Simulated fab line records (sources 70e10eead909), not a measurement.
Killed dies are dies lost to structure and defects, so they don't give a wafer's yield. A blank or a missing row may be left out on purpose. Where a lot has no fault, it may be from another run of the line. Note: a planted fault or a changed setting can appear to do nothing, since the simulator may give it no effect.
What tool caused it? + flow nand harc + 12 lots, 36 wafers sampled, at 4 steps of a route of 1159

## WHAT THE GAUGES SHOWED, per wafer
The record holds no reading of a measuring or inspecting step that can be judged against a usual standard deviation.

## WHAT TOOL EACH LOT RAN ON (gives the tool, then ch and the chambers of the sampled wafers, and finally the start)
| lot  | NHARC_A_STAIRCASE_ETCH_13          | NHARC_A_STAIRCASE_ETCH_15      | NHARC_A_STAIRCASE_ETCH_17      | NHARC_A_STAIRCASE_TRIM_24      |
|------|------------------------------------|--------------------------------|--------------------------------|--------------------------------|
| L855 | rie diel-10 ch 1,2,3, day 11 08:41 | rie diel-10 ch 0,1,3, no start | rie diel-10 ch 0,2,3, no start | rie diel-11 ch 0,2,3, no start |
| L856 | rie diel-10 ch 2,3, day 11 09:06   | rie diel-10 ch 0,1,3, no start | rie diel-10 ch 0,2,3, no start | rie diel-10 ch 0,1,3, no start |
| L853 | rie diel-12 ch 1,2, day 11 09:14   | rie diel-12 ch 0,3, no start   | rie diel-12 ch 1,2,3, no start | rie diel-11 ch 0,1,2, no start |
| L852 | rie diel-11 ch 1,2,3, day 11 12:25 | rie diel-11 ch 0,1, no start   | rie diel-11 ch 0,2,3, no start | rie diel-12 ch 0,1,2, no start |
| L854 | rie diel-11 ch 0,2,3, day 11 17:43 | rie diel-11 ch 1,2,3, no start | rie diel-11 ch 1,3, no start   | rie diel-12 ch 2,3, no start   |
| L858 | rie diel-10 ch 0,2, day 12 01:44   | rie diel-10 ch 0,1,3, no start | rie diel-10 ch 0,2, no start   | rie diel-10 ch 2,3, no start   |
| L864 | rie diel-12 ch 0,2,3, day 14 00:13 | rie diel-12 ch 1,2,3, no start | rie diel-12 ch 0,3, no start   | rie diel-10 ch 2,3, no start   |
| L865 | rie diel-12 ch 1,2, day 14 00:32   | rie diel-12 ch 0,2,3, no start | rie diel-12 ch 0,2,3, no start | rie diel-12 ch 1,2, no start   |
| L868 | rie diel-12 ch 1,2,3, day 14 15:17 | rie diel-12 ch 0,1,2, no start | rie diel-12 ch 0,1,3, no start | rie diel-12 ch 0,1,2, no start |
| L869 | rie diel-10 ch 0,1,3, day 14 20:37 | rie diel-10 ch 0,1,3, no start | rie diel-10 ch 1,2,3, no start | rie diel-11 ch 0,1,2, no start |
| L870 | rie diel-11 ch 0,1, day 15 13:39   | rie diel-11 ch 0,1, no start   | rie diel-11 ch 1,3, no start   | rie diel-11 ch 0,3, no start   |
| L875 | rie diel-10 ch 0,3, day 16 23:29   | rie diel-10 ch 1,2, no start   | rie diel-10 ch 0,1,3, no start | rie diel-10 ch 0,1,2, no start |
- NHARC_A_STAIRCASE_ETCH_13: etches the open film in C4F8/O2, target depth 100 nm, time 40.5 s.
- NHARC_A_STAIRCASE_ETCH_15: etches the open film in C4F8/O2, target depth 100 nm, time 40.5 s.
- NHARC_A_STAIRCASE_ETCH_17: etches the open film in C4F8/O2, target depth 100 nm, time 40.5 s.
- NHARC_A_STAIRCASE_TRIM_24: chemistry O2, time 211.2 s.

## WHAT THE TOOLS THEMSELVES READ (means of the sampled wafers that have a number; where no wafer has one, the mark that the record gives instead)
NHARC_A_STAIRCASE_ETCH_13. Usual: oes product au 0.938 a.u., standard deviation 0.012; rf vpp V 896 V, standard deviation 4.9; run length s 61.9 s, standard deviation 0.49.
| lot  | tool        | oes product au (a.u.) | rf vpp V (V) | run length s (s) | flag |
|------|-------------|-----------------------|--------------|------------------|------|
| L855 | rie diel-10 | 0.959                 | 896          | 61.8             |      |
| L856 | rie diel-10 | 0.932                 | 899          | 61.8             |      |
| L853 | rie diel-12 | 0.950                 | 897          | 62.1             |      |
| L852 | rie diel-11 | 0.940                 | 896          | 61.7             |      |
| L854 | rie diel-11 | 0.935                 | 895          | 61.9             |      |
| L858 | rie diel-10 | 0.936                 | 896          | 61.4             |      |
| L864 | rie diel-12 | 0.921                 | 900          | 62.2             |      |
| L865 | rie diel-12 | 0.927                 | 896          | 39.8             | OFF  |
| L868 | rie diel-12 | 0.947                 | 896          | 39.2             | OFF  |
| L869 | rie diel-10 | 0.923                 | 894          | 61.9             |      |
| L870 | rie diel-11 | 0.942                 | 889          | 62.5             |      |
| L875 | rie diel-10 | 0.929                 | 895          | 62.0             |      |

NHARC_A_STAIRCASE_ETCH_15. Usual: oes product au 0.938 a.u., standard deviation 0.01; rf vpp V 896 V, standard deviation 4.7; run length s 61.9 s, standard deviation 0.51.
| lot  | tool        | oes product au (a.u.) | rf vpp V (V) | run length s (s) | flag |
|------|-------------|-----------------------|--------------|------------------|------|
| L855 | rie diel-10 | 0.932                 | 895          | 62.1             |      |
| L856 | rie diel-10 | 0.930                 | 895          | 61.9             |      |
| L853 | rie diel-12 | 0.936                 | 900          | 61.4             |      |
| L852 | rie diel-11 | 0.942                 | 893          | 62.6             |      |
| L854 | rie diel-11 | 0.935                 | 897          | 61.8             |      |
| L858 | rie diel-10 | 0.939                 | 895          | 61.9             |      |
| L864 | rie diel-12 | 0.934                 | 896          | 61.7             |      |
| L865 | rie diel-12 | 0.920                 | 901          | 61.8             |      |
| L868 | rie diel-12 | 0.942                 | 897          | 61.9             |      |
| L869 | rie diel-10 | 0.940                 | 894          | 61.7             |      |
| L870 | rie diel-11 | 0.945                 | 889          | 62.4             |      |
| L875 | rie diel-10 | 0.934                 | 891          | 61.5             |      |

NHARC_A_STAIRCASE_ETCH_17. Usual: oes product au 0.938 a.u., standard deviation 0.011; rf vpp V 896 V, standard deviation 5.2; run length s 61.9 s, standard deviation 0.52.
| lot  | tool        | oes product au (a.u.) | rf vpp V (V) | run length s (s) | flag |
|------|-------------|-----------------------|--------------|------------------|------|
| L855 | rie diel-10 | 0.929                 | 899          | 62.1             |      |
| L856 | rie diel-10 | 0.945                 | 898          | 61.8             |      |
| L853 | rie diel-12 | 0.936                 | 897          | 61.8             |      |
| L852 | rie diel-11 | 0.944                 | 895          | 62.2             |      |
| L854 | rie diel-11 | 0.942                 | 896          | 62.3             |      |
| L858 | rie diel-10 | 0.945                 | 898          | 61.6             |      |
| L864 | rie diel-12 | 0.920                 | 901          | 61.8             |      |
| L865 | rie diel-12 | 0.924                 | 900          | 62.0             |      |
| L868 | rie diel-12 | 0.943                 | 896          | 61.7             |      |
| L869 | rie diel-10 | 0.945                 | 894          | 61.8             |      |
| L870 | rie diel-11 | 0.939                 | 894          | 62.4             |      |
| L875 | rie diel-10 | 0.936                 | 895          | 61.6             |      |

NHARC_A_STAIRCASE_TRIM_24. Usual: drypump motor current A 6.0 A, standard deviation 0.47; oes product au 1.000 a.u., standard deviation 0.0082; rf vpp V 57.7 V, standard deviation 0.92; showerhead plenum p Torr 3.52 Torr, standard deviation 0.14; throttle valve pct 17.037 %, standard deviation 0.0091.
| lot  | tool        | drypump motor current A (A) | oes product au (a.u.) | rf vpp V (V) | showerhead plenum p Torr (Torr) | throttle valve pct (%) | flag |
|------|-------------|-----------------------------|-----------------------|--------------|---------------------------------|------------------------|------|
| L855 | rie diel-11 | 6.2                         | 0.998                 | 57.2         | 3.50                            | 17.040                 |      |
| L856 | rie diel-10 | 5.5                         | 1.000                 | 57.8         | 3.49                            | 17.029                 |      |
| L853 | rie diel-11 | 6.1                         | 0.989                 | 57.5         | 3.46                            | 17.037                 |      |
| L852 | rie diel-12 | 6.3                         | 0.995                 | 57.8         | 3.54                            | 17.039                 |      |
| L854 | rie diel-12 | 6.4                         | 0.999                 | 58.2         | 3.69                            | 17.037                 |      |
| L858 | rie diel-10 | 5.4                         | 1.012                 | 57.9         | 3.60                            | 17.036                 |      |
| L864 | rie diel-10 | 5.5                         | 1.009                 | 57.6         | 3.59                            | 17.041                 |      |
| L865 | rie diel-12 | 6.6                         | 1.007                 | 57.7         | 3.55                            | 17.038                 |      |
| L868 | rie diel-12 | 6.3                         | 1.004                 | 57.6         | 3.53                            | 17.044                 |      |
| L869 | rie diel-11 | 6.1                         | 1.008                 | 57.7         | 3.44                            | 17.051                 |      |
| L870 | rie diel-11 | 6.4                         | 1.001                 | 56.1         | 3.49                            | 17.035                 |      |
| L875 | rie diel-10 | 5.4                         | 0.993                 | 57.8         | 3.47                            | 17.034                 |      |

## THE ANSWER, worked out from the rows above alone
Rule: lot off if the mean of its wafers having a number is beyond 3 standard deviations from the usual mean. A lot without any number at a reading at which 4 lots or more have one is off too. Where the step has rows for the other lots, those lots are counted as sound. After the gauges, taken in route order, come the tools' own readings; for these a lot's mean is taken, as printed above. At the first step where some lot is off, the reading lying furthest off is the one used; lots without a number count as furthest.
Off: L865, L868 (NHARC_A_STAIRCASE_ETCH_13, run length s).
If a tool, at that step or one of the process steps before it, ran each lot that is off and ran no sound lot following the first of them, it fits. One candidate fits, namely rie diel-12 at NHARC_A_STAIRCASE_ETCH_13. A fault onset in the window from L864 (day 14 00:13, its last sound lot) to L865 (day 14 00:32, its first lot off) fits.
On the lots that are off, the tool's own readings at NHARC_A_STAIRCASE_ETCH_13 differ by more than 5 times the standard deviation of the sound lots' means, which bears it out; run length s reads 39.5 s there versus 61.9 s on the sound lots.

## WHAT THE SIMULATOR HAD PUT IN
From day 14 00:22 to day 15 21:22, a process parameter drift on rie diel-12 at NHARC_A_STAIRCASE_ETCH_13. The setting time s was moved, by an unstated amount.
Shown lots that were struck: L865, L868. Same finding as the rule above.
